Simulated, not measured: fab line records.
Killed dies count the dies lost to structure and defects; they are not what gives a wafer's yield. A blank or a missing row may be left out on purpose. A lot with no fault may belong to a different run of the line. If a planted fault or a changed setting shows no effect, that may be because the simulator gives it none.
Matching of chambers -- flow nand harc -- NHARC_P_BONDPAD_DESCUM_11 on rie diel-12: 4 sister chambers
The step chemistry O2, time 3 s. 14 wafers are shown with their chamber, then 7 later ones without.

== EACH WAFER AND ITS CHAMBER ==
wafer,chamber,showerhead plenum p Torr (Torr),oes product au (a.u.),rf vpp V (V)
L076.2,0,1.87,0.992,56.4
L076.4,1,1.93,0.982,58.8
L076.5,3,2.03,0.992,58.2
L084.2,0,1.87,0.997,57.4
L084.4,1,1.93,0.982,57.1
L084.6,1,1.93,0.988,58.5
L085.3,0,1.87,0.996,58.5
L085.5,3,2.02,0.984,58.2
L085.6,2,1.87,1.010,56.6
L086.2,2,1.87,1.006,58.1
L086.3,1,1.93,0.995,58.2
L086.5,2,1.87,1.006,57.6
L089.1,1,1.93,0.997,58.1
L089.5,2,1.87,1.001,55.6

SIGNATURES, as means of the wafers listed above
reading,chamber 0,chamber 1,chamber 2,chamber 3,scatter within a chamber
showerhead plenum p Torr,1.8700,1.9300,1.8700,2.0250,0.00224
oes product au,0.99500,0.98880,1.00575,0.98800,0.00534
rf vpp V,57.433,58.140,56.975,58.200,0.869
Rule: a wafer lies at a distance from a chamber equal to the root of the sum of squares, over the readings, of (its reading less the chamber's mean, divided by the reading's scatter). If the next closest chamber is less than 2 further off than the closest, the wafer can't be placed; otherwise it belongs to the closest. How the scatter is found: for the shown wafers, subtract from each reading the mean of its chamber, square and add these, divide the total by (wafers less chambers), then take the root.

== WAFERS MISSING THEIR CHAMBER ==
wafer,showerhead plenum p Torr (Torr),oes product au (a.u.),rf vpp V (V)
L089.6,1.93,0.992,56.5
L092.1,2.02,1.007,57.4
L092.3,1.87,1.003,57.7
L092.5,1.87,1.004,58.3
L094.2,1.87,0.991,56.4
L094.4,1.93,0.995,59.6
L094.5,1.93,0.987,57.2

== EACH ONE'S CHAMBER ==
wafer,from the rows above,in truth
L089.6,1,1
L092.1,3,3
L092.3,can't be placed: 2 or 0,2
L092.5,can't be placed: 2 or 0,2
L094.2,can't be placed: 0 or 2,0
L094.4,1,1
L094.5,1,1
Placed correctly: 4 of 7. Cannot be placed on the basis of these rows: 3; the candidates contain the true chamber in 3. Placed wrongly: 0.
